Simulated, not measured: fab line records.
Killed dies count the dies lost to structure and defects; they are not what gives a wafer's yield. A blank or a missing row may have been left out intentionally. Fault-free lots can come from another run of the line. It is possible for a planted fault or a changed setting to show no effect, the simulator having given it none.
Which tool is to blame? :: flow n5 finfet :: 11 lots, 33 wafers sampled, at 4 steps of a route of 1938

== WHAT THE GAUGES READ, wafer by wafer ==
N5_BEOL_M5_RS_MEAS_57: measures by four-point-probe. Usual: M5_RS 0.387 ohm/sq, standard deviation 0.012.
lot: L469
measured: day 11 07:15
on: film metro-01
M5_RS (ohm/sq): 0.365 0.385 0.371
flag: 

lot: L470
measured: day 11 13:28
on: film metro-01
M5_RS (ohm/sq): 0.375 0.384 0.363
flag: 

lot: L474
measured: day 12 07:43
on: film metro-02
M5_RS (ohm/sq): 0.381 0.372 0.368
flag: 

lot: L472
measured: day 12 08:18
on: film metro-01
M5_RS (ohm/sq): 0.411 0.416 0.384
flag: 

lot: L477
measured: day 13 11:32
on: film metro-01
M5_RS (ohm/sq): 0.384 0.395 0.383
flag: 

lot: L480
measured: day 13 15:58
on: film metro-02
M5_RS (ohm/sq): 0.391 0.383 0.391
flag: 

lot: L485
measured: day 15 01:56
on: film metro-02
M5_RS (ohm/sq): 0.372 0.394 0.373
flag: 

lot: L484
measured: day 15 02:03
on: film metro-01
M5_RS (ohm/sq): 0.394 0.382 0.381
flag: 

lot: L483
measured: day 15 10:08
on: film metro-01
M5_RS (ohm/sq): 0.378 0.376 0.372
flag: 

lot: L488
measured: day 16 09:55
on: film metro-02
M5_RS (ohm/sq): 0.376 0.400 0.392
flag: 

lot: L487
measured: day 16 15:37
on: film metro-01
M5_RS (ohm/sq): 0.388 0.384 0.370
flag: 

N5_BEOL_M6_CD_MEAS_18: pitch 80 nm, target cd 40 nm. Usual: cd nm reads 40.0 nm (standard deviation 0.49).
lot: L469
measured: day 11 09:56
on: cd sem-01
cd nm (nm): 40.0 40.1 39.7
flag: 

lot: L470
measured: day 11 17:04
on: cd sem-03
cd nm (nm): 39.6 39.9 39.8
flag: 

lot: L474
measured: day 12 10:41
on: cd sem-01
cd nm (nm): 39.2 38.8 39.4
flag: 

lot: L472
measured: day 12 11:17
on: cd sem-01
cd nm (nm): 39.9 40.4 40.4
flag: 

lot: L477
measured: day 13 16:01
on: cd sem-03
cd nm (nm): 40.1 39.6 40.1
flag: 

lot: L480
measured: day 13 18:25
on: cd sem-02
cd nm (nm): 40.0 40.2 40.2
flag: 

lot: L485
measured: day 15 05:10
on: cd sem-03
cd nm (nm): 39.2 39.5 40.1
flag: 

lot: L484
measured: day 15 04:40
on: cd sem-01
cd nm (nm): 41.2 41.1 40.3
flag: 

lot: L483
measured: day 15 12:28
on: cd sem-03
cd nm (nm): 40.2 39.3 39.7
flag: 

lot: L488
measured: day 16 13:30
on: cd sem-03
cd nm (nm): 40.2 40.2 40.3
flag: 

lot: L487
measured: day 16 20:05
on: cd sem-03
cd nm (nm): 39.5 39.6 40.3
flag: 

== WHAT TOOL EACH LOT RAN ON (gives the tool, then ch and the chambers of the sampled wafers, and finally the start) ==
lot: L469
N5_BEOL_M5_SPUTTER_90: pvd sputter-01, day 11 06:11
N5_BEOL_M6_ETCH_61: rie diel-06 ch 1,3, day 11 09:31

lot: L470
N5_BEOL_M5_SPUTTER_90: pvd sputter-03, day 11 12:25
N5_BEOL_M6_ETCH_61: rie diel-04 ch 0,3, day 11 16:36

lot: L474
N5_BEOL_M5_SPUTTER_90: pvd sputter-03, day 12 06:34
N5_BEOL_M6_ETCH_61: rie diel-06 ch 0,2,3, day 12 09:58

lot: L472
N5_BEOL_M5_SPUTTER_90: pvd sputter-02, day 12 07:01
N5_BEOL_M6_ETCH_61: rie diel-06 ch 0,2,3, day 12 10:41

lot: L477
N5_BEOL_M5_SPUTTER_90: pvd sputter-02, day 13 10:28
N5_BEOL_M6_ETCH_61: rie diel-04 ch 1,3, day 13 15:35

lot: L480
N5_BEOL_M5_SPUTTER_90: pvd sputter-02, day 13 14:54
N5_BEOL_M6_ETCH_61: rie diel-01 ch 1,2, day 13 17:59

lot: L485
N5_BEOL_M5_SPUTTER_90: pvd sputter-01, day 15 00:46
N5_BEOL_M6_ETCH_61: rie diel-04 ch 0,1,3, day 15 04:36

lot: L484
N5_BEOL_M5_SPUTTER_90: pvd sputter-03, day 15 00:47
N5_BEOL_M6_ETCH_61: rie diel-04 ch 0,2,3, day 15 04:14

lot: L483
N5_BEOL_M5_SPUTTER_90: pvd sputter-02, day 15 08:19
N5_BEOL_M6_ETCH_61: rie diel-01 ch 0,1,3, day 15 12:02

lot: L488
N5_BEOL_M5_SPUTTER_90: pvd sputter-03, day 16 08:46
N5_BEOL_M6_ETCH_61: rie diel-01 ch 0,1,2, day 16 13:04

lot: L487
N5_BEOL_M5_SPUTTER_90: pvd sputter-03, day 16 14:11
N5_BEOL_M6_ETCH_61: rie diel-04 ch 1,2,3, day 16 19:40
- N5_BEOL_M5_SPUTTER_90: material Cu, target thk 4.5 nm, time 8.29 s.
- N5_BEOL_M6_ETCH_61: etches SiARC in CF4, target depth 45.5 nm, time 75.8 s.

== WHAT THE TOOLS THEMSELVES READ (means of the sampled wafers that have a number; where no wafer has one, the mark that the record gives instead) ==
N5_BEOL_M5_SPUTTER_90. Usual: chuck gas flow sccm 1.26 sccm, standard deviation 0.048; throttle valve pct 29.6 %, standard deviation 1.1.
lot: L469
tool: pvd sputter-01
chuck gas flow sccm (sccm): 1.27
throttle valve pct (%): 29.9
flag: 

lot: L470
tool: pvd sputter-03
chuck gas flow sccm (sccm): 1.26
throttle valve pct (%): 28.5
flag: 

lot: L474
tool: pvd sputter-03
chuck gas flow sccm (sccm): 1.24
throttle valve pct (%): 28.7
flag: 

lot: L472
tool: pvd sputter-02
chuck gas flow sccm (sccm): 1.27
throttle valve pct (%): 29.5
flag: 

lot: L477
tool: pvd sputter-02
chuck gas flow sccm (sccm): 1.25
throttle valve pct (%): 29.8
flag: 

lot: L480
tool: pvd sputter-02
chuck gas flow sccm (sccm): 1.23
throttle valve pct (%): 29.1
flag: 

lot: L485
tool: pvd sputter-01
chuck gas flow sccm (sccm): 1.29
throttle valve pct (%): 30.0
flag: 

lot: L484
tool: pvd sputter-03
chuck gas flow sccm (sccm): 1.21
throttle valve pct (%): 28.4
flag: 

lot: L483
tool: pvd sputter-02
chuck gas flow sccm (sccm): 1.25
throttle valve pct (%): 29.4
flag: 

lot: L488
tool: pvd sputter-03
chuck gas flow sccm (sccm): 1.22
throttle valve pct (%): 28.8
flag: 

lot: L487
tool: pvd sputter-03
chuck gas flow sccm (sccm): 1.23
throttle valve pct (%): 29.6
flag: 

N5_BEOL_M6_ETCH_61. Usual: for cf4 flow sccm, 100.0 sccm with a standard deviation of 0.32; for drypump motor current A, 5.8 A with a standard deviation of 0.43; for etch rf on time s, 75.6 s with a standard deviation of 0.89; for oes product au, 0.66 a.u. with a standard deviation of 0.061; for rf vpp V, 184.5 V with a standard deviation of 1; for showerhead plenum p Torr, 2.17 Torr with a standard deviation of 0.051; for throttle valve pct, 15.66 % with a standard deviation of 0.18.
lot: L469
tool: rie diel-06
cf4 flow sccm (sccm): 100.1
drypump motor current A (A): 5.8
etch rf on time s (s): 75.3
oes product au (a.u.): 0.66
rf vpp V (V): 185.2
showerhead plenum p Torr (Torr): 2.14
throttle valve pct (%): 15.60
flag: 

lot: L470
tool: rie diel-04
cf4 flow sccm (sccm): 100.0
drypump motor current A (A): 6.4
etch rf on time s (s): 75.4
oes product au (a.u.): 0.67
rf vpp V (V): 185.8
showerhead plenum p Torr (Torr): 2.23
throttle valve pct (%): 15.51
flag: 

lot: L474
tool: rie diel-06
cf4 flow sccm (sccm): 99.8
drypump motor current A (A): 5.6
etch rf on time s (s): 75.6
oes product au (a.u.): 0.62
rf vpp V (V): 184.9
showerhead plenum p Torr (Torr): 2.16
throttle valve pct (%): 15.69
flag: 

lot: L472
tool: rie diel-06
cf4 flow sccm (sccm): 100.4
drypump motor current A (A): 5.7
etch rf on time s (s): 82.9
oes product au (a.u.): 0.59
rf vpp V (V): 184.9
showerhead plenum p Torr (Torr): 2.16
throttle valve pct (%): 15.69
flag: OFF

lot: L477
tool: rie diel-04
cf4 flow sccm (sccm): 100.1
drypump motor current A (A): 5.7
etch rf on time s (s): 76.1
oes product au (a.u.): 0.64
rf vpp V (V): 183.8
showerhead plenum p Torr (Torr): 2.16
throttle valve pct (%): 15.45
flag: 

lot: L480
tool: rie diel-01
cf4 flow sccm (sccm): 100.2
drypump motor current A (A): 5.9
etch rf on time s (s): 75.5
oes product au (a.u.): 0.68
rf vpp V (V): 184.0
showerhead plenum p Torr (Torr): 2.13
throttle valve pct (%): 15.67
flag: 

lot: L485
tool: rie diel-04
cf4 flow sccm (sccm): 99.9
drypump motor current A (A): 6.1
etch rf on time s (s): 76.1
oes product au (a.u.): 0.66
rf vpp V (V): 185.6
showerhead plenum p Torr (Torr): 2.20
throttle valve pct (%): 15.52
flag: 

lot: L484
tool: rie diel-04
cf4 flow sccm (sccm): 100.0
drypump motor current A (A): 6.1
etch rf on time s (s): 76.1
oes product au (a.u.): 0.72
rf vpp V (V): 186.0
showerhead plenum p Torr (Torr): 2.21
throttle valve pct (%): 15.60
flag: 

lot: L483
tool: rie diel-01
cf4 flow sccm (sccm): 100.0
drypump motor current A (A): 5.7
etch rf on time s (s): 76.0
oes product au (a.u.): 0.65
rf vpp V (V): 184.3
showerhead plenum p Torr (Torr): 2.17
throttle valve pct (%): 15.73
flag: 

lot: L488
tool: rie diel-01
cf4 flow sccm (sccm): 100.1
drypump motor current A (A): 5.9
etch rf on time s (s): 77.0
oes product au (a.u.): 0.66
rf vpp V (V): 183.6
showerhead plenum p Torr (Torr): 2.15
throttle valve pct (%): 15.72
flag: 

lot: L487
tool: rie diel-04
cf4 flow sccm (sccm): 99.8
drypump motor current A (A): 5.7
etch rf on time s (s): 75.7
oes product au (a.u.): 0.67
rf vpp V (V): 184.6
showerhead plenum p Torr (Torr): 2.17
throttle valve pct (%): 15.59
flag: 

== THE ANSWER, worked out from the rows above alone ==
Rule: lot off if the mean of its wafers having a number is beyond 3 standard deviations from the usual mean. Also off: a lot with no number at a reading for which 4 or more lots have one. The other lots that the step has rows for count as sound. First the gauges in route order, then the tools' own readings, where a lot's mean is used as printed above. The first step at which some lot is off is used, and at that step the reading that is off furthest; a lot without a number counts as furthest.
Off, at N5_BEOL_M6_ETCH_61 on etch rf on time s: L472.
If a tool, at that step or one of the process steps before it, ran each lot that is off and ran no sound lot following the first of them, it fits. One fits: N5_BEOL_M6_ETCH_61 on rie diel-06. Its last sound lot is L474 (day 12 09:58), its first lot that is off L472 (day 12 10:41): a fault that began between those two fits.
On the lots that are off, the tool's own readings at N5_BEOL_M6_ETCH_61 differ by more than 5 times the standard deviation of the sound lots' means, which bears it out; etch rf on time s reads 82.9 s there versus 75.9 s on the sound lots.

== WHAT HAD BEEN PUT IN BY THE SIMULATOR ==
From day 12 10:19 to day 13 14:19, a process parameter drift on rie diel-06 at N5_BEOL_M6_ETCH_61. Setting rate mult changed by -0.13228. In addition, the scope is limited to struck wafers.
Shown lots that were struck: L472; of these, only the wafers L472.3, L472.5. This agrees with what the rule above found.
